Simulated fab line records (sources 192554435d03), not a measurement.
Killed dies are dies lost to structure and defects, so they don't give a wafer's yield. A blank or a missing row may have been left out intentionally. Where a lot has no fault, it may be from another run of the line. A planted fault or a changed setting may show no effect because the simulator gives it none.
Matching of chambers || flow n5Finfet || N5_BEOL_M0_SAQP_ETCH_88 on rieDiel-03: 4 sister chambers
The step etches underlayer in N2/H2, target depth 6.5 nm, time 5.2 s. 8 wafers are shown with their chamber, then 11 later ones without.

== WAFERS WITH THEIR CHAMBER ==
{"wafer": "L083.1", "chamber": 0, "showerheadPlenumPTorr (Torr)": 2.63, "drypumpMotorCurrentA (A)": 6.0}
{"wafer": "L083.5", "chamber": 0, "showerheadPlenumPTorr (Torr)": 2.63, "drypumpMotorCurrentA (A)": 5.9}
{"wafer": "L086.2", "chamber": 2, "showerheadPlenumPTorr (Torr)": 2.48, "drypumpMotorCurrentA (A)": 5.2}
{"wafer": "L087.6", "chamber": 3, "showerheadPlenumPTorr (Torr)": 2.40, "drypumpMotorCurrentA (A)": 6.5}
{"wafer": "L088.1", "chamber": 1, "showerheadPlenumPTorr (Torr)": 2.71, "drypumpMotorCurrentA (A)": 5.1}
{"wafer": "L088.5", "chamber": 1, "showerheadPlenumPTorr (Torr)": 2.71, "drypumpMotorCurrentA (A)": 5.1}
{"wafer": "L088.6", "chamber": 3, "showerheadPlenumPTorr (Torr)": 2.40, "drypumpMotorCurrentA (A)": 6.5}
{"wafer": "L089.1", "chamber": 2, "showerheadPlenumPTorr (Torr)": 2.47, "drypumpMotorCurrentA (A)": 5.3}

== WAFERS WITHOUT THEIR CHAMBER ==
{"wafer": "L089.2", "showerheadPlenumPTorr (Torr)": 2.71, "drypumpMotorCurrentA (A)": 5.1}
{"wafer": "L089.3", "showerheadPlenumPTorr (Torr)": 2.40, "drypumpMotorCurrentA (A)": 6.5}
{"wafer": "L090.1", "showerheadPlenumPTorr (Torr)": 2.47, "drypumpMotorCurrentA (A)": 5.3}
{"wafer": "L090.3", "showerheadPlenumPTorr (Torr)": 2.40, "drypumpMotorCurrentA (A)": 6.5}
{"wafer": "L090.5", "showerheadPlenumPTorr (Torr)": 2.40, "drypumpMotorCurrentA (A)": 6.4}
{"wafer": "L091.2", "showerheadPlenumPTorr (Torr)": 2.40, "drypumpMotorCurrentA (A)": 6.5}
{"wafer": "L091.5", "showerheadPlenumPTorr (Torr)": 2.47, "drypumpMotorCurrentA (A)": 5.3}
{"wafer": "L091.6", "showerheadPlenumPTorr (Torr)": 2.40, "drypumpMotorCurrentA (A)": 6.5}
{"wafer": "L095.2", "showerheadPlenumPTorr (Torr)": 2.39, "drypumpMotorCurrentA (A)": 6.5}
{"wafer": "L095.5", "showerheadPlenumPTorr (Torr)": 2.70, "drypumpMotorCurrentA (A)": 5.1}
{"wafer": "L095.6", "showerheadPlenumPTorr (Torr)": 2.39, "drypumpMotorCurrentA (A)": 6.5}

== WHICH CHAMBER EACH WENT THROUGH ==
{"wafer": "L089.2", "from the rows above": 1, "in truth": 1}
{"wafer": "L089.3", "from the rows above": 3, "in truth": 3}
{"wafer": "L090.1", "from the rows above": 2, "in truth": 2}
{"wafer": "L090.3", "from the rows above": 3, "in truth": 3}
{"wafer": "L090.5", "from the rows above": 3, "in truth": 3}
{"wafer": "L091.2", "from the rows above": 3, "in truth": 3}
{"wafer": "L091.5", "from the rows above": 2, "in truth": 2}
{"wafer": "L091.6", "from the rows above": 3, "in truth": 3}
{"wafer": "L095.2", "from the rows above": 3, "in truth": 3}
{"wafer": "L095.5", "from the rows above": 1, "in truth": 1}
{"wafer": "L095.6", "from the rows above": 3, "in truth": 3}
11 of 11 placed correctly. Number that these rows cannot place: 0. Placed wrongly: 0.
How it was worked out, from the rows above alone: a wafer's distance from a chamber is the root of the sum, over the readings, of the square of ((its reading less the chamber's mean) divided by the reading's scatter). If the next closest chamber is less than 2 further off than the closest, the wafer can't be placed; otherwise it belongs to the closest. The mean given for a chamber averages the wafers shown for that chamber. The scatter: take each reading less its chamber's mean, square it, sum over the shown wafers, divide by the number of wafers less the number of chambers, and take the root.
